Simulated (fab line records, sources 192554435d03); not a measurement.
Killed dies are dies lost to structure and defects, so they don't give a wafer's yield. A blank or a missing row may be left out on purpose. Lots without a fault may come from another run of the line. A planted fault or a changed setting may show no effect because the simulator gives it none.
Which tool did it? | flow n5_finfet | 19 lots, 57 wafers sampled, at 6 steps of a route of 1938

WHAT THE GAUGES READ, wafer by wafer
The record holds no reading of a measuring or inspecting step that can be judged against a usual standard deviation.

WHICH TOOL RAN EACH LOT (tool, then ch and the chambers of the sampled wafers, then the start)
lot  | N5_MOL_CONTACT_COAG_ETCH_66        | N5_BEOL_M0_SAQP_HM_DEP_111     | N5_BEOL_M0_SAQP_DESCUM_19          | N5_BEOL_M0_SAQP_ETCH_84            | N5_BEOL_M0_SAQP_STRIP_86           | N5_BEOL_M0_SAQP_SPACER1_ALD_98
L074 | rie_diel-05 ch 1,2, day 5 04:17    | pecvd-02 ch 0,1,2, day 5 10:31 | rie_diel-01 ch 0,1,2, day 5 11:03  | rie_diel-01 ch 0,1,2, day 5 11:10  | rie_diel-02 ch 0,1,3, day 5 11:25  | ald_sin-01 ch 1,2, day 5 11:55
L075 | rie_diel-03 ch 1,2, day 5 10:45    | pecvd-04 ch 0,1, day 5 18:47   | rie_diel-01 ch 0,1,2, day 5 19:23  | rie_diel-01 ch 0,1,2, day 5 19:29  | rie_diel-02 ch 0,1,3, day 5 19:46  | ald_sin-03 ch 0,3, day 5 20:17
L076 | rie_diel-05 ch 0,1,2, day 5 19:56  | pecvd-03 ch 1,2, day 6 02:26   | rie_diel-06 ch 1,2,3, day 6 02:51  | rie_diel-06 ch 1,2,3, day 6 02:56  | rie_diel-02 ch 0,1, day 6 03:13    | ald_sin-03 ch 0,1, day 6 03:44
L077 | rie_diel-03 ch 0,3, day 6 02:42    | pecvd-04 ch 0,2, day 6 08:48   | rie_diel-06 ch 2,3, day 6 09:13    | rie_diel-06 ch 2,3, day 6 09:20    | rie_diel-01 ch 0,3, day 6 09:43    | ald_sin-03 ch 0,2,3, day 6 10:13
L078 | rie_diel-03 ch 1,2,3, day 6 03:41  | pecvd-02 ch 0,2, day 6 11:53   | rie_diel-02 ch 0,3, day 6 12:32    | rie_diel-02 ch 0,3, day 6 12:40    | rie_diel-02 ch 0,3, day 6 13:16    | ald_sin-01 ch 2,3, day 6 13:48
L079 | rie_diel-04 ch 1,3, day 6 10:16    | pecvd-03 ch 1,2, day 6 15:57   | rie_diel-06 ch 2,3, day 6 16:35    | rie_diel-06 ch 2,3, day 6 16:43    | rie_diel-02 ch 0, day 6 17:05      | ald_sin-02 ch 1,2,3, day 6 19:28
L080 | rie_diel-03 ch 1,2, day 6 13:19    | pecvd-02 ch 0,1,2, day 6 19:01 | rie_diel-02 ch 0,2, day 6 19:34    | rie_diel-02 ch 0,2, day 6 19:39    | rie_diel-02 ch 0,3, day 6 19:56    | ald_sin-02 ch 1,2,3, day 6 20:43
L081 | rie_diel-05 ch 1,3, day 6 22:22    | pecvd-03 ch 0,1, day 7 04:38   | rie_diel-02 ch 0,2,3, day 7 05:30  | rie_diel-02 ch 0,2,3, day 7 05:35  | rie_diel-06 ch 0,3, day 7 05:52    | ald_sin-02 ch 0,2, day 7 07:03
L082 | rie_diel-05 ch 0,1, day 7 06:07    | pecvd-03 ch 0,2, day 7 11:30   | rie_diel-01 ch 0,3, day 7 11:55    | rie_diel-01 ch 0,3, day 7 11:59    | rie_diel-06 ch 0,3, day 7 12:17    | ald_sin-03 ch 0,2,3, day 7 14:21
L087 | rie_diel-03 ch 0,1,2, day 8 09:13  | pecvd-02 ch 0,1,2, day 8 15:08 | rie_diel-06 ch 0,2,3, day 8 15:32  | rie_diel-06 ch 0,2,3, day 8 15:37  | rie_diel-06 ch 1,2,3, day 8 15:55  | ald_sin-03 ch 0,2,3, day 8 17:32
L088 | rie_diel-04 ch 1,2,3, day 8 20:29  | pecvd-04 ch 0,1, day 9 04:06   | rie_diel-01 ch 0,1,2, day 9 04:39  | rie_diel-01 ch 0,1,2, day 9 04:44  | rie_diel-02 ch 0,1,3, day 9 05:02  | ald_sin-02 ch 0,1,3, day 9 05:33
L089 | rie_diel-04 ch 0,2,3, day 9 01:17  | pecvd-02 ch 0,1,2, day 9 07:52 | rie_diel-02 ch 0,1,3, day 9 08:17  | rie_diel-02 ch 0,1,3, day 9 08:22  | rie_diel-01 ch 0,2, day 9 08:40    | ald_sin-03 ch 0,1, day 9 09:11
L090 | rie_diel-03 ch 1,2,3, day 9 04:25  | pecvd-02 ch 0,1, day 9 11:05   | rie_diel-01 ch 0,1, day 9 11:43    | rie_diel-01 ch 0,1, day 9 11:49    | rie_diel-01 ch 0,1,3, day 9 12:13  | ald_sin-01 ch 0,1, day 9 12:44
L092 | rie_diel-03 ch 0,1,2, day 9 16:58  | pecvd-04 ch 0,1, day 9 23:34   | rie_diel-01 ch 0,2,3, day 10 00:08 | rie_diel-01 ch 0,2,3, day 10 00:13 | rie_diel-01 ch 0,1,2, day 10 00:31 | ald_sin-02 ch 0,1,2, day 10 01:02
L093 | rie_diel-03 ch 0,1,3, day 9 20:49  | pecvd-02 ch 0,1, day 10 02:38  | rie_diel-06 ch 0,2, day 10 03:34   | rie_diel-06 ch 0,2, day 10 03:40   | rie_diel-01 ch 0,2,3, day 10 04:04 | ald_sin-03 ch 0,1, day 10 05:52
L094 | rie_diel-05 ch 1,2,3, day 10 04:28 | pecvd-02 ch 0,2, day 10 10:39  | rie_diel-06 ch 0,2, day 10 12:22   | rie_diel-06 ch 0,2, day 10 12:27   | rie_diel-01 ch 1,2,3, day 10 12:46 | ald_sin-03 ch 2,3, day 10 13:24
L095 | rie_diel-04 ch 1,2, day 10 14:44   | pecvd-03 ch 0,1, day 10 20:30  | rie_diel-02 ch 0,1,2, day 10 21:03 | rie_diel-02 ch 0,1,2, day 10 21:08 | rie_diel-02 ch 1,2,3, day 10 21:26 | ald_sin-02 ch 2,3, day 10 22:35
L097 | rie_diel-04 ch 0,2, day 10 21:09   | pecvd-03 ch 0,2, day 11 04:59  | rie_diel-06 ch 0,1,2, day 11 05:50 | rie_diel-06 ch 0,1,2, day 11 05:56 | rie_diel-06 ch 1,2,3, day 11 06:13 | ald_sin-01 ch 1,2, day 11 07:13
L096 | rie_diel-04 ch 0,1,2, day 11 01:38 | pecvd-04 ch 1,2, day 11 09:04  | rie_diel-01 ch 0,1,3, day 11 09:36 | rie_diel-01 ch 0,1,3, day 11 09:41 | rie_diel-01 ch 0,2,3, day 11 09:58 | ald_sin-02 ch 1,2, day 11 10:29
- N5_MOL_CONTACT_COAG_ETCH_66: etches SiARC in CF4, target depth 13 nm, time 21.7 s.
- N5_BEOL_M0_SAQP_HM_DEP_111: deposits SiO2 from SiH4/N2O, target thk 12 nm, time 7.2 s.
- N5_BEOL_M0_SAQP_DESCUM_19: chemistry O2, time 7.9 s.
- N5_BEOL_M0_SAQP_ETCH_84: etches SOC in N2/H2, target depth 100 nm, overetch 20 nm, time 150 s.
- N5_BEOL_M0_SAQP_STRIP_86: strips in N2/H2.
- N5_BEOL_M0_SAQP_SPACER1_ALD_98: deposits SiO2, target thk 12.8 nm, pulse time 1 s, purge time 2 s.

WHAT THE TOOLS THEMSELVES READ (means of the sampled wafers that have a number; where no wafer has one, the mark that the record gives instead)
N5_MOL_CONTACT_COAG_ETCH_66. Usual: cf4_flow_sccm 100.0 sccm, standard deviation 0.32; drypump_motor_current_A 5.9 A, standard deviation 0.35; etch_rf_on_time_s 21.6 s, standard deviation 0.31; mfc_ar_sccm 99.98 sccm, standard deviation 0.27; oes_product_au 0.66 a.u., standard deviation 0.069; rf_vpp_V 184.4 V, standard deviation 1.1; showerhead_plenum_p_Torr 2.17 Torr, standard deviation 0.063; throttle_valve_pct 15.67 %, standard deviation 0.3.
lot  | tool        | cf4_flow_sccm (sccm) | drypump_motor_current_A (A) | etch_rf_on_time_s (s) | mfc_ar_sccm (sccm) | oes_product_au (a.u.) | rf_vpp_V (V) | showerhead_plenum_p_Torr (Torr) | throttle_valve_pct (%) | flag
L074 | rie_diel-05 | 99.9                 | 5.5                         | 21.6                  | 100.00             | 0.72                  | 185.1        | 2.19                            | 15.50                  |
L075 | rie_diel-03 | 100.1                | 5.7                         | 21.4                  | 100.00             | 0.75                  | 185.2        | 2.20                            | 15.21                  |
L076 | rie_diel-05 | 100.0                | 5.6                         | 21.4                  | 100.03             | 0.71                  | 185.3        | 2.23                            | 15.45                  |
L077 | rie_diel-03 | 99.8                 | 5.6                         | 21.7                  | 99.94              | 0.61                  | 183.8        | 2.18                            | 15.87                  |
L078 | rie_diel-03 | 100.2                | 5.6                         | 21.7                  | 100.09             | 0.68                  | 184.5        | 2.16                            | 15.44                  |
L079 | rie_diel-04 | 100.0                | 6.3                         | 21.1                  | 99.93              | 0.64                  | 184.3        | 2.16                            | 15.91                  |
L080 | rie_diel-03 | 100.1                | 5.5                         | 21.4                  | 99.90              | 0.69                  | 184.5        | 2.12                            | 15.21                  |
L081 | rie_diel-05 | 100.3                | 5.7                         | 21.3                  | 99.96              | 0.70                  | 184.1        | 2.14                            | 15.53                  |
L082 | rie_diel-05 | 100.2                | 5.6                         | 21.9                  | 99.92              | 0.65                  | 185.3        | 2.23                            | 15.55                  |
L087 | rie_diel-03 | 99.8                 | 5.6                         | 21.7                  | 99.84              | 0.66                  | 184.1        | 2.17                            | 15.47                  |
L088 | rie_diel-04 | 100.3                | 6.3                         | 21.5                  | 99.92              | 0.62                  | 184.2        | 2.16                            | 15.96                  |
L089 | rie_diel-04 | 99.9                 | 6.2                         | 21.7                  | 99.77              | 0.63                  | 184.6        | 2.15                            | 15.89                  |
L090 | rie_diel-03 | 99.9                 | 5.6                         | 21.6                  | 99.78              | 0.67                  | 183.5        | 2.15                            | 15.49                  |
L092 | rie_diel-03 | 100.0                | 5.6                         | 21.6                  | 100.06             | 0.65                  | 184.1        | 2.17                            | 15.49                  |
L093 | rie_diel-03 | 100.4                | 5.5                         | 21.7                  | 100.17             | 0.60                  | 183.5        | 2.12                            | 15.71                  |
L094 | rie_diel-05 | 99.8                 | 5.6                         | 21.6                  | 100.00             | 0.67                  | 183.3        | 2.15                            | 15.59                  |
L095 | rie_diel-04 | 99.9                 | 6.3                         | 21.6                  | 99.96              | 0.75                  | 184.2        | 2.18                            | 15.68                  |
L097 | rie_diel-04 | 100.1                | 6.2                         | 21.8                  | 99.59              | 0.60                  | 184.1        | 2.17                            | 15.86                  |
L096 | rie_diel-04 | 100.2                | 6.3                         | 21.8                  | 99.97              | 0.67                  | 184.0        | 2.17                            | 15.78                  |

N5_BEOL_M0_SAQP_HM_DEP_111. Usual: heater_power_outer_w 436 W, standard deviation 44; heater_power_w 732 W, standard deviation 54; showerhead_plenum_p_Torr 8.10 Torr, standard deviation 0.13; susceptor_temp_C 400.00 C, standard deviation 0.25.
lot  | tool     | heater_power_outer_w (W) | heater_power_w (W) | showerhead_plenum_p_Torr (Torr) | susceptor_temp_C (C) | flag
L074 | pecvd-02 | 429                      | 724                | 8.05                            | 399.73               |
L075 | pecvd-04 | 468                      | 783                | 8.14                            | 399.96               |
L076 | pecvd-03 | 469                      | 754                | 8.05                            | 400.21               |
L077 | pecvd-04 | 459                      | 728                | 8.18                            | 399.97               |
L078 | pecvd-02 | 396                      | 655                | 7.99                            | 399.89               |
L079 | pecvd-03 | 472                      | 771                | 8.06                            | 400.04               |
L080 | pecvd-02 | 419                      | 689                | 8.05                            | 400.05               |
L081 | pecvd-03 | 482                      | 801                | 8.18                            | 400.10               |
L082 | pecvd-03 | 429                      | 738                | 8.05                            | 400.07               |
L087 | pecvd-02 | 418                      | 711                | 8.07                            | 400.16               |
L088 | pecvd-04 | 433                      | 737                | 8.18                            | 399.94               |
L089 | pecvd-02 | 451                      | 745                | 8.06                            | 399.99               |
L090 | pecvd-02 | 392                      | 674                | 8.02                            | 399.79               |
L092 | pecvd-04 | 448                      | 746                | 8.20                            | 399.88               |
L093 | pecvd-02 | 414                      | 719                | 8.02                            | 400.21               |
L094 | pecvd-02 | 430                      | 713                | 7.98                            | 400.17               |
L095 | pecvd-03 | 408                      | 725                | 8.23                            | 399.86               |
L097 | pecvd-03 | 463                      | 788                | 8.03                            | 399.69               |
L096 | pecvd-04 | 440                      | 689                | 8.16                            | 400.10               |

N5_BEOL_M0_SAQP_DESCUM_19. Usual: drypump_motor_current_A 5.7 A, standard deviation 0.48; oes_product_au 0.80 a.u., standard deviation 0.088; rf_vpp_V 243.0 V, standard deviation 1.4; showerhead_plenum_p_Torr 2.08 Torr, standard deviation 0.063; throttle_valve_pct 20.31 %, standard deviation 0.14.
lot  | tool        | drypump_motor_current_A (A) | oes_product_au (a.u.) | rf_vpp_V (V) | showerhead_plenum_p_Torr (Torr) | throttle_valve_pct (%) | flag
L074 | rie_diel-01 | 5.5                         | 0.79                  | 242.3        | 2.08                            | 20.29                  |
L075 | rie_diel-01 | 5.5                         | 0.79                  | 243.1        | 2.08                            | 20.28                  |
L076 | rie_diel-06 | 6.1                         | 0.83                  | 243.8        | 2.11                            | 20.24                  |
L077 | rie_diel-06 | 5.8                         | 0.83                  | 243.2        | 2.06                            | 20.17                  |
L078 | rie_diel-02 | 5.8                         | 0.72                  | 243.5        | 2.10                            | 20.44                  |
L079 | rie_diel-06 | 5.8                         | 0.76                  | 243.3        | 2.06                            | 20.18                  |
L080 | rie_diel-02 | 6.0                         | 0.93                  | 243.1        | 2.06                            | 20.42                  |
L081 | rie_diel-02 | 5.8                         | 0.80                  | 243.3        | 2.10                            | 20.44                  |
L082 | rie_diel-01 | 5.4                         | 0.78                  | 242.4        | 2.13                            | 20.45                  |
L087 | rie_diel-06 | 5.8                         | 0.83                  | 242.7        | 2.06                            | 20.19                  |
L088 | rie_diel-01 | 5.5                         | 0.77                  | 243.8        | 2.08                            | 20.33                  |
L089 | rie_diel-02 | 5.8                         | 0.79                  | 243.4        | 2.09                            | 20.40                  |
L090 | rie_diel-01 | 5.8                         | 0.75                  | 241.7        | 2.07                            | 20.28                  |
L092 | rie_diel-01 | 5.1                         | 0.78                  | 243.0        | 2.08                            | 20.37                  |
L093 | rie_diel-06 | 5.7                         | 0.85                  | 243.0        | 2.06                            | 20.21                  |
L094 | rie_diel-06 | 5.8                         | 0.84                  | 242.5        | 2.06                            | 20.23                  |
L095 | rie_diel-02 | 6.0                         | 0.86                  | 242.7        | 2.05                            | 20.40                  |
L097 | rie_diel-06 | 6.0                         | 0.81                  | 243.1        | 2.11                            | 20.30                  |
L096 | rie_diel-01 | 5.4                         | 0.75                  | 242.3        | 2.06                            | 20.34                  |

N5_BEOL_M0_SAQP_ETCH_84. Usual: drypump_motor_current_A 5.7 A, standard deviation 0.47; oes_product_au 0.72 a.u., standard deviation 0.073; rf_vpp_V 523.4 V, standard deviation 2.4; showerhead_plenum_p_Torr 2.53 Torr, standard deviation 0.079; throttle_valve_pct 17.72 %, standard deviation 0.19.
lot  | tool        | drypump_motor_current_A (A) | oes_product_au (a.u.) | rf_vpp_V (V) | showerhead_plenum_p_Torr (Torr) | throttle_valve_pct (%) | flag
L074 | rie_diel-01 | 5.5                         | 0.71                  | 523.8        | 2.53                            | 17.73                  |
L075 | rie_diel-01 | 5.5                         | 0.70                  | 523.0        | 2.53                            | 17.73                  |
L076 | rie_diel-06 | 6.1                         | 0.74                  | 524.5        | 2.57                            | 17.66                  |
L077 | rie_diel-06 | 5.8                         | 0.74                  | 522.7        | 2.50                            | 17.56                  |
L078 | rie_diel-02 | 5.8                         | 0.64                  | 524.8        | 2.56                            | 17.88                  |
L079 | rie_diel-06 | 5.8                         | 0.68                  | 523.0        | 2.51                            | 17.62                  |
L080 | rie_diel-02 | 6.0                         | 0.81                  | 522.1        | 2.50                            | 17.72                  |
L081 | rie_diel-02 | 5.8                         | 0.71                  | 524.7        | 2.55                            | 17.82                  |
L082 | rie_diel-01 | 5.4                         | 0.70                  | 525.8        | 2.59                            | 17.93                  |
L087 | rie_diel-06 | 5.8                         | 0.74                  | 522.9        | 2.49                            | 17.56                  |
L088 | rie_diel-01 | 5.5                         | 0.69                  | 523.4        | 2.52                            | 17.78                  |
L089 | rie_diel-02 | 5.9                         | 0.70                  | 523.1        | 2.54                            | 17.81                  |
L090 | rie_diel-01 | 5.8                         | 0.67                  | 523.4        | 2.51                            | 17.74                  |
L092 | rie_diel-01 | 5.1                         | 0.70                  | 523.2        | 2.53                            | 17.81                  |
L093 | rie_diel-06 | 5.8                         | 0.75                  | 521.9        | 2.49                            | 17.54                  |
L094 | rie_diel-06 | 5.8                         | 0.75                  | 522.8        | 2.49                            | 17.54                  |
L095 | rie_diel-02 | 6.0                         | 0.76                  | 523.3        | 2.49                            | 17.72                  |
L097 | rie_diel-06 | 6.0                         | 0.72                  | 525.4        | 2.56                            | 17.68                  |
L096 | rie_diel-01 | 5.4                         | 0.67                  | 522.4        | 2.51                            | 17.80                  |

N5_BEOL_M0_SAQP_STRIP_86. Usual: drypump_motor_current_A 5.6 A, standard deviation 0.52; oes_product_au 0.80 a.u., standard deviation 0.09; rf_vpp_V 121.9 V, standard deviation 1.4; showerhead_plenum_p_Torr 3.34 Torr, standard deviation 0.1; throttle_valve_pct 18.9 %, standard deviation 0.31.
lot  | tool        | drypump_motor_current_A (A) | oes_product_au (a.u.) | rf_vpp_V (V) | showerhead_plenum_p_Torr (Torr) | throttle_valve_pct (%) | flag
L074 | rie_diel-02 | 5.9                         | 0.72                  | 120.9        | 3.37                            | 19.0                   |
L075 | rie_diel-02 | 5.9                         | 0.70                  | 122.1        | 3.37                            | 19.0                   |
L076 | rie_diel-02 | 6.0                         | 0.71                  | 121.6        | 3.32                            | 18.8                   |
L077 | rie_diel-01 | 5.4                         | 0.79                  | 123.0        | 3.43                            | 19.2                   |
L078 | rie_diel-02 | 5.8                         | 0.71                  | 123.1        | 3.38                            | 18.9                   |
L079 | rie_diel-02 | 6.0                         | 0.73                  | 121.2        | 3.33                            | 18.8                   |
L080 | rie_diel-02 | 5.7                         | 0.71                  | 122.4        | 3.43                            | 19.1                   |
L081 | rie_diel-06 | 5.8                         | 0.96                  | 121.3        | 3.29                            | 18.5                   |
L082 | rie_diel-06 | 5.9                         | 0.91                  | 121.0        | 3.28                            | 18.6                   |
L087 | rie_diel-06 | 6.0                         | 0.80                  | 120.9        | 3.38                            | 18.8                   |
L088 | rie_diel-02 | 5.9                         | 0.78                  | 122.7        | 3.36                            | 18.9                   |
L089 | rie_diel-01 | 5.3                         | 0.79                  | 121.9        | 3.35                            | 19.1                   |
L090 | rie_diel-01 | 5.4                         | 0.77                  | 122.1        | 3.33                            | 19.0                   |
L092 | rie_diel-01 | 5.5                         | 0.76                  | 121.9        | 3.33                            | 19.0                   |
L093 | rie_diel-01 | 5.1                         | 0.80                  | 122.2        | 3.34                            | 19.0                   |
L094 | rie_diel-01 | 5.2                         | 0.79                  | 121.6        | 3.25                            | 18.7                   |
L095 | rie_diel-02 | 5.9                         | 0.85                  | 124.7        | 3.34                            | 18.8                   |
L097 | rie_diel-06 | 6.1                         | 0.78                  | 123.1        | 3.37                            | 18.8                   |
L096 | rie_diel-01 | 5.2                         | 0.78                  | 122.5        | 3.33                            | 19.1                   |

N5_BEOL_M0_SAQP_SPACER1_ALD_98. Usual: heater_power_outer_w 266 W, standard deviation 18; heater_power_w 479 W, standard deviation 40; precursor_pulse_height_rel 1.002, standard deviation 0.019; susceptor_temp_C 299.99 C, standard deviation 0.2.
lot  | tool       | heater_power_outer_w (W) | heater_power_w (W) | precursor_pulse_height_rel | susceptor_temp_C (C) | flag
L074 | ald_sin-01 | 282                      | 518                | 1.014                      | 299.76               |
L075 | ald_sin-03 | 271                      | 475                | 1.002                      | 300.01               |
L076 | ald_sin-03 | 264                      | 469                | 0.990                      | 300.07               |
L077 | ald_sin-03 | 268                      | 471                | 0.994                      | 299.96               |
L078 | ald_sin-01 | 254                      | 455                | 1.018                      | 299.70               |
L079 | ald_sin-02 | 263                      | 473                | 1.011                      | 300.11               |
L080 | ald_sin-02 | 261                      | 480                | 1.014                      | 299.94               |
L081 | ald_sin-02 | 254                      | 484                | 1.020                      | 300.01               |
L082 | ald_sin-03 | 270                      | 467                | 1.020                      | 300.02               |
L087 | ald_sin-03 | 263                      | 473                | 1.001                      | 299.93               |
L088 | ald_sin-02 | 281                      | 482                | 0.979                      | 300.13               |
L089 | ald_sin-03 | 266                      | 478                | 0.982                      | 299.93               |
L090 | ald_sin-01 | 251                      | 450                | 1.020                      | 300.01               |
L092 | ald_sin-02 | 267                      | 476                | 0.986                      | 300.00               |
L093 | ald_sin-03 | 274                      | 493                | 1.003                      | 299.91               |
L094 | ald_sin-03 | 256                      | 464                | 0.995                      | 300.03               |
L095 | ald_sin-02 | 260                      | 481                | 1.015                      | 300.03               |
L097 | ald_sin-01 | 270                      | 501                | 0.995                      | 300.23               |
L096 | ald_sin-02 | 254                      | 462                | 0.980                      | 300.16               |

THE ANSWER, worked out from the rows above alone
Rule: a lot is off if the mean of its wafers that have a number lies more than 3 standard deviations from the usual mean. A lot without any number at a reading at which 4 lots or more have one is off too. The other lots that the step has rows for count as sound. The gauges are gone through in route order, then the tools' own readings, and for those a lot's mean is taken as printed above. The first step at which some lot is off is used, and at that step the reading that is off furthest; a lot without a number counts as furthest.
No lot is off at any reading shown: from this, nothing can be told.

WHAT THE SIMULATOR HAD PUT IN
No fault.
